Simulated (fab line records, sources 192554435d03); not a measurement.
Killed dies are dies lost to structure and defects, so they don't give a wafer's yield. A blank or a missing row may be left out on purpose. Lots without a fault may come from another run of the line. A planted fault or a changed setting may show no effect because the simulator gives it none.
Chamber matching | flow n5_finfet | N5_BEOL_M2_DEP_57 on pecvd-04: 3 sister chambers
The step deposits SiCN from 3MS/NH3, target thk 8 nm, time 14 s. 18 wafers are shown with their chamber, then 9 later ones without.

WAFERS WITH THEIR CHAMBER
wafer  | chamber | throttle_valve_pct (%) | showerhead_plenum_p_Torr (Torr) | rf_fwd_power_W (W)
L078.2 | 0       | 9.3                    | 3.657                           | 199.0
L078.3 | 1       | 10.2                   | 3.686                           | 198.9
L078.6 | 0       | 9.4                    | 3.648                           | 200.1
L082.1 | 2       | 9.0                    | 3.685                           | 199.0
L082.3 | 0       | 9.1                    | 3.645                           | 198.4
L082.4 | 1       | 10.2                   | 3.671                           | 200.5
L085.1 | 0       | 9.0                    | 3.644                           | 199.0
L085.4 | 2       | 9.3                    | 3.685                           | 198.8
L085.6 | 0       | 9.1                    | 3.653                           | 198.0
L088.2 | 0       | 9.1                    | 3.648                           | 199.8
L088.3 | 2       | 9.3                    | 3.677                           | 198.1
L088.6 | 2       | 9.2                    | 3.685                           | 198.7
L091.2 | 2       | 9.2                    | 3.685                           | 198.6
L091.5 | 2       | 9.1                    | 3.695                           | 198.9
L091.6 | 0       | 9.1                    | 3.654                           | 199.0
L093.2 | 1       | 10.1                   | 3.679                           | 199.0
L093.4 | 2       | 9.1                    | 3.690                           | 198.1
L093.6 | 0       | 9.0                    | 3.648                           | 200.7

SIGNATURES (means of the wafers above)
reading                  | chamber 0 | chamber 1 | chamber 2 | scatter within a chamber
throttle_valve_pct       | 9.137     | 10.167    | 9.171     | 0.121
showerhead_plenum_p_Torr | 3.64962   | 3.67867   | 3.68600   | 0.00542
rf_fwd_power_W           | 199.250   | 199.467   | 198.600   | 0.731
Rule: a wafer's distance from a chamber is the root of the sum, over the readings, of the square of ((its reading less the chamber's mean) divided by the reading's scatter). The wafer belongs to the nearest chamber; if the next one is less than 2 further off, it can't be placed. The scatter: the root of (the sum of the squares of (reading less its chamber's mean) over the shown wafers, divided by (wafers less chambers)).

WAFERS WITHOUT THEIR CHAMBER
wafer  | throttle_valve_pct (%) | showerhead_plenum_p_Torr (Torr) | rf_fwd_power_W (W)
L094.1 | 10.0                   | 3.684                           | 199.4
L094.3 | 9.4                    | 3.650                           | 199.2
L094.4 | 10.1                   | 3.686                           | 199.9
L095.2 | 9.2                    | 3.656                           | 199.3
L095.5 | 9.1                    | 3.648                           | 200.4
L095.6 | 10.4                   | 3.681                           | 199.0
L097.1 | 10.1                   | 3.683                           | 201.8
L097.5 | 9.3                    | 3.651                           | 198.8
L097.6 | 10.1                   | 3.680                           | 200.9

WHICH CHAMBER EACH WENT THROUGH
wafer  | from the rows above | in truth
L094.1 | 1                   | 1
L094.3 | 0                   | 0
L094.4 | 1                   | 1
L095.2 | 0                   | 0
L095.5 | 0                   | 0
L095.6 | 1                   | 1
L097.1 | 1                   | 1
L097.5 | 0                   | 0
L097.6 | 1                   | 1
Placed correctly: 9 of 9. Can't be placed from these rows: 0. Placed wrongly: 0.
